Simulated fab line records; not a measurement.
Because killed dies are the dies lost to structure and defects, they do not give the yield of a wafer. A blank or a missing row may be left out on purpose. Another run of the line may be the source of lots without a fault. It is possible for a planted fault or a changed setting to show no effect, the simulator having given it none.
fab line records + flow nand_harc
record
- lots=12
- wafers=32
- last_day=24
route steps=1159 shown A_STAIRCASE@698 A_SGD_CUT@747 END@1159
lots untouched by any fault: they come from a run of this same line in which no faults occurred
start_h: hours from the record's opening day to when the first of the lot's shown wafers began + wait_h: how many hours have passed since the lot's step before this one + " repeats the value in the row above + L1.1+2: a single row standing in for several wafers + - no value present, or no start provided + * or withheld: withheld + < > ~ a bound
route shown NAME@n: names a module that has steps shown in the file, with the first one's number in the route + usual: average and standard deviation across the fault-free wafers + same: alike in all rows + chamber/n: place in a boat + sites: the reading at each site + _std_site: their standard deviation + _edge_site: outer sites' mean less inner sites' + radius_mm: how far each site lies from the wafer's centre + mask NAME#n: copy n + behind: the tool/chamber that last shaped the wafer + hold: what put the lot on hold/how long, in hours/how the hold closed + device: the n, p or np transistor that did not switch + end of line: the tests these same wafers got at the end of their route + a step without rows: its recipe alone + killed: count of dies lost to structure and defects at first sort (not the wafer's yield) + map: the dies of a wafer, with x for killed, . for not killed, _ for no die there
set.NAME: the setting that was run; set.NAME@STEP: the one run at that earlier step + model.NAME: the simulator's own value behind a step, which no gauge read
one table for each step of the route and one row for each wafer, over a sample of lots
services: the hour from which a tool's chamber was out of use, counted from the record's first day as start_h (under 0 if before that day), plus the number of hours and why
## steps
# step NHARC_A_STAIRCASE_ALD_415
# recipe
- target_thk_a=300
- pulse_time_s=6
- ald_cycles=300
- temp_c=300
- material=SiO2
# usual
- heater_power_outer_w=264/26
- heater_power_w=459/42
- precursor_pulse_height_rel=0.999/0.02
| lot.wafer | tool      | chamber | start_h | wait_h | heater_power_outer_w | heater_power_w | precursor_pulse_height_rel |
|-----------|-----------|---------|---------|--------|----------------------|----------------|----------------------------|
| L732.2    | ald_hk-01 | 3       | 264.16  | 0.1    | 245                  | 407            | 0.966                      |
| L732.3    | "         | 0       | "       | "      | 293                  | 484            | 0.996                      |
| L732.1    | "         | 1       | "       | "      | 242                  | 413            | 1.009                      |
| L733.2    | ald_hk-01 | 2       | 268.49  | 0.5    | 255                  | 461            | 0.992                      |
| L733.3    | "         | 3       | "       | "      | 243                  | 405            | 1.016                      |
| L733.5    | "         | 1       | "       | "      | 246                  | 424            | 1.012                      |
| L734.2    | ald_hk-02 | 3       | 270.15  | 0.1    | 225                  | 403            | 1.038                      |
| L734.1    | "         | 1       | "       | "      | 264                  | 459            | 0.987                      |
| L734.3    | "         | 2       | "       | "      | 290                  | 507            | 0.978                      |
| L737.5    | ald_hk-01 | 2       | 289.78  | 1.0    | 260                  | 455            | 1.018                      |
| L736.2    | ald_hk-03 | 1       | 291.33  | 0.3    | 255                  | 471            | 0.995                      |
| L736.4    | "         | 3       | "       | "      | 342                  | 588            | 0.977                      |
| L736.5    | "         | 1       | "       | "      | 255                  | 457            | 1.020                      |
| L739.6    | ald_hk-01 | 2       | 294.17  | 1.2    | 253                  | 468            | 0.990                      |
| L751.1    | ald_hk-03 | 2       | 364.98  | 0.1    | 277                  | 465            | 1.008                      |
| L751.3    | "         | 3       | "       | "      | 332                  | 555            | 0.961                      |
| L751.6    | "         | 2       | "       | "      | 274                  | 476            | 1.000                      |
| L750.2    | ald_hk-03 | 1       | 368.05  | 0.1    | 250                  | 464            | 0.981                      |
| L750.1    | "         | 2       | "       | "      | 277                  | 482            | 1.020                      |
| L750.4    | "         | 3       | "       | "      | 326                  | 561            | 0.991                      |
| L752.4    | ald_hk-03 | 2       | 381.02  | 0.1    | 280                  | 490            | 1.007                      |
| L752.3    | "         | 3       | "       | "      | 325                  | 549            | 0.972                      |
| L752.2    | "         | 0       | "       | "      | 235                  | 467            | 1.019                      |
| L754.1    | ald_hk-01 | 2       | 399.52  | 0.8    | 258                  | 466            | 0.983                      |
| L754.5    | "         | 3       | "       | "      | 246                  | 415            | 1.018                      |
| L754.6    | "         | 0       | "       | "      | 285                  | 483            | 1.024                      |
| L753.3    | ald_hk-01 | 2       | 401.54  | 0.8    | 259                  | 453            | 0.981                      |
| L753.5    | "         | 3       | "       | "      | 248                  | 408            | 1.003                      |
| L753.6    | "         | 0       | "       | "      | 293                  | 487            | 1.000                      |
| L755.1    | ald_hk-01 | 2       | 403.89  | 0.1    | 254                  | 466            | 1.039                      |
| L755.2    | "         | 3       | "       | "      | 243                  | 410            | 0.985                      |
| L755.3    | "         | 0       | "       | "      | 280                  | 482            | 0.978                      |
# step NHARC_A_STAIRCASE_DEP_322
# recipe
- target_thk_a=38000
- temp_c=400
- target_thk_nm=3800
- teos_flow_sccm=200
- rf_w=500
- material=SiO2
# usual
- heater_power_outer_w=381/52
- heater_power_w=659/85
| lot.wafer | tool     | chamber | start_h | wait_h | heater_power_outer_w | heater_power_w |
|-----------|----------|---------|---------|--------|----------------------|----------------|
| L732.3    | pecvd-03 | 1       | 288.56  | 0.1    | 378                  | 718            |
| L732.2    | "        | 2       | "       | "      | 416                  | 643            |
| L732.1    | "        | 0       | "       | "      | 361                  | 650            |
| L734.2    | pecvd-03 | 2       | 289.14  | 0.6    | 422                  | 641            |
| L734.1    | "        | 0       | "       | "      | 339                  | 631            |
| L734.3    | "        | 1       | "       | "      | 508                  | 859            |
| L733.2    | pecvd-01 | 2       | 291.60  | 0.1    | 392                  | 714            |
| L733.3    | "        | 1       | "       | "      | 446                  | 721            |
| L733.5    | "        | 0       | "       | "      | 342                  | 644            |
| L736.2    | pecvd-01 | 0       | 311.66  | 0.3    | 454                  | 767            |
| L736.4    | "        | 2       | "       | "      | 348                  | 646            |
| L736.5    | "        | 0       | "       | "      | 341                  | 628            |
| L737.5    | pecvd-04 | 0       | 312.03  | 0.6    | 301                  | 522            |
| L739.6    | pecvd-04 | 0       | 316.96  | 0.4    | 296                  | 531            |
| L750.1    | pecvd-01 | 1       | 389.45  | 0.1    | 482                  | 793            |
| L750.2    | "        | 0       | "       | "      | 421                  | 750            |
| L750.4    | "        | 2       | "       | "      | 342                  | 651            |
| L751.3    | pecvd-04 | 2       | 389.50  | 0.2    | 438                  | 783            |
| L751.1    | "        | 0       | "       | "      | 319                  | 553            |
| L751.6    | "        | 0       | "       | "      | 295                  | 529            |
| L752.3    | pecvd-01 | 1       | 403.47  | 0.1    | 466                  | 773            |
| L752.2    | "        | 2       | "       | "      | 458                  | 806            |
| L752.4    | "        | 1       | "       | "      | 375                  | 648            |
| L754.1    | pecvd-04 | 2       | 422.48  | 0.1    | 436                  | 770            |
| L754.5    | "        | 2       | "       | "      | 354                  | 688            |
| L754.6    | "        | 1       | "       | "      | 334                  | 560            |
| L753.3    | pecvd-03 | 1       | 423.06  | 0.6    | 502                  | 863            |
| L753.5    | "        | 1       | "       | "      | 378                  | 700            |
| L753.6    | "        | 2       | "       | "      | 368                  | 541            |
| L755.2    | pecvd-03 | 2       | 428.41  | 0.1    | 399                  | 604            |
| L755.1    | "        | 0       | "       | "      | 447                  | 760            |
| L755.3    | "        | 1       | "       | "      | 448                  | 773            |
# step NHARC_A_STAIRCASE_DEP_325
# recipe
- target_thk_a=38000
- temp_c=400
- target_thk_nm=3800
- teos_flow_sccm=200
- rf_w=500
- material=SiO2
# usual
- heater_power_outer_w=377/52
- heater_power_w=652/89
| lot.wafer | tool     | chamber | start_h | wait_h | heater_power_outer_w | heater_power_w |
|-----------|----------|---------|---------|--------|----------------------|----------------|
| L732.2    | pecvd-04 | 1       | 297.08  | 0.1    | 393                  | 624            |
| L732.1    | "        | 0       | "       | "      | 377                  | 644            |
| L732.3    | "        | 1       | "       | "      | 328                  | 540            |
| L733.3    | pecvd-01 | 2       | 297.74  | 0.7    | 347                  | 656            |
| L733.2    | "        | 0       | "       | "      | 430                  | 750            |
| L733.5    | "        | 1       | "       | "      | 368                  | 647            |
| L734.2    | pecvd-04 | 0       | 297.93  | 0.9    | 369                  | 614            |
| L734.1    | "        | 1       | "       | "      | 383                  | 611            |
| L734.3    | "        | 0       | "       | "      | 301                  | 537            |
| L736.2    | pecvd-03 | 0       | 319.40  | 0.2    | 398                  | 726            |
| L736.5    | "        | 2       | "       | "      | 355                  | 537            |
| L736.4    | "        | 0       | "       | "      | 346                  | 618            |
| L737.5    | pecvd-01 | 2       | 319.60  | 0.4    | 331                  | 670            |
| L739.6    | pecvd-04 | 1       | 324.98  | 0.4    | 320                  | 556            |
| L751.3    | pecvd-03 | 1       | 396.48  | 0.1    | 488                  | 839            |
| L751.1    | "        | 0       | "       | "      | 339                  | 642            |
| L751.6    | "        | 2       | "       | "      | 372                  | 546            |
| L750.2    | pecvd-01 | 1       | 396.48  | 0.1    | 488                  | 767            |
| L750.1    | "        | 0       | "       | "      | 402                  | 717            |
| L750.4    | "        | 1       | "       | "      | 380                  | 630            |
| L752.3    | pecvd-04 | 0       | 415.01  | 0.1    | 370                  | 629            |
| L752.2    | "        | 2       | "       | "      | 424                  | 771            |
| L752.4    | "        | 1       | "       | "      | 327                  | 543            |
| L754.1    | pecvd-04 | 0       | 431.47  | 0.2    | 378                  | 634            |
| L754.6    | "        | 0       | "       | "      | 299                  | 517            |
| L754.5    | "        | 1       | "       | "      | 327                  | 547            |
| L753.3    | pecvd-03 | 0       | 431.73  | 0.4    | 450                  | 786            |
| L753.6    | "        | 2       | "       | "      | 363                  | 542            |
| L753.5    | "        | 0       | "       | "      | 329                  | 616            |
| L755.1    | pecvd-01 | 0       | 435.53  | 0.1    | 445                  | 781            |
| L755.2    | "        | 1       | "       | "      | 452                  | 770            |
| L755.3    | "        | 0       | "       | "      | 356                  | 681            |
# step NHARC_A_STAIRCASE_ETCH_444
# recipe
- target_depth_a=1.02e+05
- time_s=3400
- c4f8_flow_sccm=20
- o2_flow_sccm=10
- ar_flow_sccm=withheld
- rf_w=600
- bias_w=1000
- chemistry=C4F8/O2
# usual
- bias_w=1000.3/2.7
- oes_product_au=0.929/0.014
- rf_vpp_V=807/3.7
| lot.wafer | tool        | chamber | start_h | wait_h | bias_w | oes_product_au | rf_hours_counter_h | rf_vpp_V |
|-----------|-------------|---------|---------|--------|--------|----------------|--------------------|----------|
| L732.1    | rie_diel-11 | 3       | 306.21  | 0.1    | 1001.9 | 0.919          | 37                 | 803      |
| L732.3    | "           | 1       | "       | "      | 997.3  | 0.924          | 37                 | 809      |
| L732.2    | "           | 2       | "       | "      | 997.8  | 0.937          | 36                 | 801      |
| L733.2    | rie_diel-07 | 2       | 306.44  | 0.3    | 1000.1 | 0.929          | 24                 | 803      |
| L733.3    | "           | 3       | "       | "      | 999.8  | 0.910          | 25                 | 806      |
| L733.5    | "           | 2       | "       | "      | 1001.7 | 0.933          | -                  | 804      |
| L734.2    | rie_diel-11 | 3       | 307.63  | 1.4    | 1004.4 | 0.904          | 39                 | 804      |
| L734.3    | "           | 1       | "       | "      | 1000.7 | 0.926          | 37                 | 809      |
| L734.1    | "           | 2       | "       | "      | 1004.3 | 0.942          | 37                 | 800      |
| L736.2    | rie_diel-11 | 1       | 327.91  | 0.6    | 999.6  | 0.936          | 45                 | 810      |
| L736.4    | "           | 2       | "       | "      | 995.3  | 0.933          | 45                 | 800      |
| L736.5    | "           | 3       | "       | "      | 997.7  | 0.904          | -                  | 803      |
| L737.5    | rie_diel-03 | 0       | 328.37  | 1.1    | 1003.6 | 0.938          | -                  | 810      |
| L739.6    | rie_diel-03 | 3       | 334.81  | 1.0    | 1000.7 | 0.943          | -                  | 805      |
| L751.1    | rie_diel-11 | 3       | 406.11  | 0.2    | 1002.0 | 0.931          | 12                 | 801      |
| L751.3    | "           | 2       | "       | "      | 997.6  | 0.932          | 13                 | 799      |
| L751.6    | "           | 3       | "       | "      | 1000.9 | 0.931          | -                  | 801      |
| L750.2    | rie_diel-03 | 2       | 406.40  | 0.2    | 997.6  | 0.936          | 3                  | 812      |
| L750.1    | "           | 3       | "       | "      | 1000.1 | 0.924          | 3                  | 804      |
| L750.4    | "           | 0       | 407.98  | 1.8    | 992.8  | 0.933          | -                  | 811      |
| L752.2    | rie_diel-07 | 2       | 426.11  | 0.1    | 1003.1 | 0.967          | 3                  | 805      |
| L752.3    | "           | 3       | "       | "      | 1003.2 | 0.951          | 3                  | 807      |
| L752.4    | "           | 0       | "       | "      | 1004.2 | 0.974          | 3                  | 808      |
| L754.1    | rie_diel-03 | 2       | 439.15  | 0.1    | 1003.0 | 0.932          | 17                 | 812      |
| L754.6    | "           | 2       | "       | "      | 1005.0 | 0.927          | -                  | 812      |
| L754.5    | "           | 3       | "       | "      | 995.3  | 0.908          | -                  | 804      |
| L753.3    | rie_diel-07 | 3       | 439.39  | 0.1    | 999.8  | 0.942          | 8                  | 807      |
| L753.5    | "           | 3       | "       | "      | 998.5  | 0.939          | -                  | 806      |
| L753.6    | "           | 0       | "       | "      | 1000.4 | 0.950          | -                  | 809      |
| L755.1    | rie_diel-03 | 2       | 445.99  | 0.1    | 1003.3 | 0.914          | 20                 | 812      |
| L755.3    | "           | 0       | "       | "      | 1000.6 | 0.928          | 19                 | 810      |
| L755.2    | "           | 1       | "       | "      | 1001.8 | 0.925          | 7                  | 810      |
# step NHARC_A_SGD_CUT_DEP_00
# recipe
- target_thk_a=500
- temp_c=400
- target_thk_nm=50
- flow_sccm=200
- rf_w=450
- material=SiNx
# usual
- heater_power_outer_w=427/53
- heater_power_w=724/81
| lot.wafer | tool     | chamber | start_h | wait_h | hold                     | heater_power_outer_w | heater_power_w |
|-----------|----------|---------|---------|--------|--------------------------|----------------------|----------------|
| L732.3    | pecvd-01 | 1       | 312.04  | 0.2    | -                        | 392                  | 650            |
| L732.1    | "        | 2       | "       | "      | -                        | 480                  | 822            |
| L732.2    | "        | 0       | "       | "      | -                        | 391                  | 680            |
| L733.3    | pecvd-03 | 0       | 312.98  | 0.1    | -                        | 467                  | 818            |
| L733.2    | "        | 2       | "       | "      | -                        | 464                  | 673            |
| L733.5    | "        | 1       | "       | "      | -                        | 485                  | 837            |
| L734.1    | pecvd-03 | 0       | 313.15  | 0.1    | -                        | 456                  | 810            |
| L734.3    | "        | 1       | "       | "      | -                        | 427                  | 744            |
| L734.2    | "        | 2       | "       | "      | -                        | 393                  | 593            |
| L736.2    | pecvd-03 | 2       | 332.83  | 0.1    | -                        | 475                  | 698            |
| L736.4    | "        | 0       | "       | "      | -                        | 425                  | 747            |
| L736.5    | "        | 1       | "       | "      | -                        | 473                  | 806            |
| L737.5    | pecvd-03 | 2       | 336.16  | 3.5    | await_dispo/3.3h/release | 464                  | 704            |
| L739.6    | pecvd-01 | 0       | 344.44  | 5.5    | await_dispo/5.2h/release | 437                  | 751            |
| L751.3    | pecvd-01 | 1       | 411.64  | 0.1    | -                        | 485                  | 756            |
| L751.1    | "        | 2       | "       | "      | -                        | 443                  | 795            |
| L751.6    | "        | 0       | "       | "      | -                        | 355                  | 662            |
| L750.1    | pecvd-02 | 2       | 412.90  | 0.1    | -                        | 508                  | 809            |
| L750.2    | "        | 0       | "       | "      | -                        | 357                  | 645            |
| L750.4    | "        | 2       | "       | "      | -                        | 502                  | 809            |
| L752.2    | pecvd-03 | 2       | 431.40  | 0.2    | -                        | 397                  | 590            |
| L752.3    | "        | 0       | "       | "      | -                        | 430                  | 754            |
| L752.4    | "        | 1       | "       | "      | -                        | 428                  | 774            |
| L754.1    | pecvd-02 | 0       | 444.24  | 0.1    | -                        | 280                  | 560            |
| L754.6    | "        | 1       | "       | "      | -                        | 367                  | 576            |
| L754.5    | "        | 2       | "       | "      | -                        | 483                  | 813            |
| L753.3    | pecvd-03 | 2       | 444.43  | 0.1    | -                        | 468                  | 685            |
| L753.5    | "        | 0       | "       | "      | -                        | 445                  | 781            |
| L753.6    | "        | 2       | "       | "      | -                        | 472                  | 676            |
| L755.2    | pecvd-01 | 1       | 451.03  | 0.1    | -                        | 433                  | 738            |
| L755.3    | "        | 2       | "       | "      | -                        | 464                  | 814            |
| L755.1    | "        | 0       | "       | "      | -                        | 401                  | 711            |
# step NHARC_END_SORT_01
# recipe
- temp_c=25
# usual
- killed_at_array=26/10
- killed_at_other=0.5/0.87
- killed_at_periphery=3.0/2.5
- killed_dies=29/11
- killed_open=3.3/1.9
- killed_short=1.8/1.5
# same
- gross_dies=677
| lot.wafer | tool      | chamber | start_h | wait_h | killed_at_array | killed_at_other | killed_at_periphery | killed_dies | killed_open | killed_short |
|-----------|-----------|---------|---------|--------|-----------------|-----------------|---------------------|-------------|-------------|--------------|
| L737.5    | prober-02 | 0       | 484.62  | 3.7    | 85              | 0               | 5                   | 90          | 4           | 1            |
| L739.6    | prober-01 | 0       | 486.04  | 4.0    | 94              | 1               | 1                   | 96          | 7           | 1            |
# killed by level:class
L737.5 A_STAIRCASE:unspecified=68 A_CHANNEL_HOLE_D1:chamber_film_flake=11 A_SGD_CUT:chamber_film_flake=3 P_M0:geometric_particle:open=1 P_M1:geometric_particle:open=1 P_M1:geometric_particle:short=1 P_M2:geometric_particle:open=1 A_WL_FILL:geometric_particle:open=1
L739.6 A_STAIRCASE:unspecified=68 A_CHANNEL_HOLE_D1:chamber_film_flake=15 A_SLIT:chamber_film_flake=2 P_GATE:geometric_particle:open=1 A_ONON_D1:geometric_particle:short=1 A_ONON_D1:geometric_particle:open=1 A_SGD_CUT:geometric_particle:open=1 A_WL_FILL:geometric_particle:open=1
## services
| tool        | chamber | start_h | hours | kind   |
|-------------|---------|---------|-------|--------|
| rie_diel-03 | 0       | 269.25  | 10.1  | repair |
| pecvd-01    | -       | 278.38  | 5.4   | repair |
| rie_diel-03 | -       | 281.47  | 2.5   | repair |
| pecvd-04    | 2       | 282.75  | 23.4  | repair |
| rie_diel-03 | 2       | 288.86  | 36.9  | repair |
| pecvd-03    | -       | 292.42  | 13.0  | pm     |
| rie_diel-03 | 1       | 298.74  | 9.8   | repair |
| rie_diel-03 | 0       | 305.88  | 5.3   | repair |
| pecvd-01    | 1       | 328.00  | 3.8   | repair |
| pecvd-04    | 1       | 335.33  | 24.7  | repair |
| rie_diel-11 | -       | 346.13  | 0.5   | repair |
| rie_diel-03 | 1       | 350.16  | 4.0   | repair |
| rie_diel-11 | -       | 355.38  | 0.4   | repair |
| rie_diel-11 | 1       | 361.75  | 2.5   | repair |
| rie_diel-11 | -       | 366.50  | 9.0   | pm     |
| pecvd-04    | -       | 376.00  | 13.0  | pm     |
| rie_diel-03 | -       | 392.47  | 9.0   | pm     |
| ald_hk-03   | -       | 399.59  | 2.6   | repair |
| rie_diel-07 | -       | 405.35  | 9.0   | pm     |
| ald_hk-01   | -       | 408.20  | 10.0  | pm     |
| pecvd-01    | -       | 418.40  | 13.0  | pm     |
| pecvd-01    | 2       | 435.20  | 15.0  | repair |
| rie_diel-07 | 3       | 437.54  | 1.3   | repair |
| pecvd-03    | -       | 448.93  | 0.7   | repair |
## key
first_sign
- step=NHARC_END_SORT_01
- reading=killed_at_array
- direction=up
- sigmas=6.4
- usual=26
- struck=90
effect
- step=NHARC_END_SORT_01
- reading=killed_dies
- direction=up
- sigmas=6
- usual=29
- struck=93
more_kills_born_at
- NHARC_A_STAIRCASE_ALD_415@ald_hk-01=136
met_at NHARC_A_STAIRCASE_ALD_415
struck_lots L737,L739
struck_wafers L737.5,L739.6
tester_left_out L737,L739
not_acting_at NHARC_A_STAIRCASE_DEP_322,NHARC_A_STAIRCASE_DEP_325,NHARC_A_STAIRCASE_ETCH_444
fault
- kind=chamber_particle_source
- tool=ald_hk-01
- chamber=2
- onset_h=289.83
- steps=NHARC_A_STAIRCASE_ALD_415
- rate_per_visit_cm2=0.82842
- end_h=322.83
# tester_left_out: of these lots the tester's yield and bins aren't shown, on N5 and GAA mostly nor the transistor test; their killed dies are dies lost to structure and defects alone, not to doping, threshold or leakage, so they don't give the yield
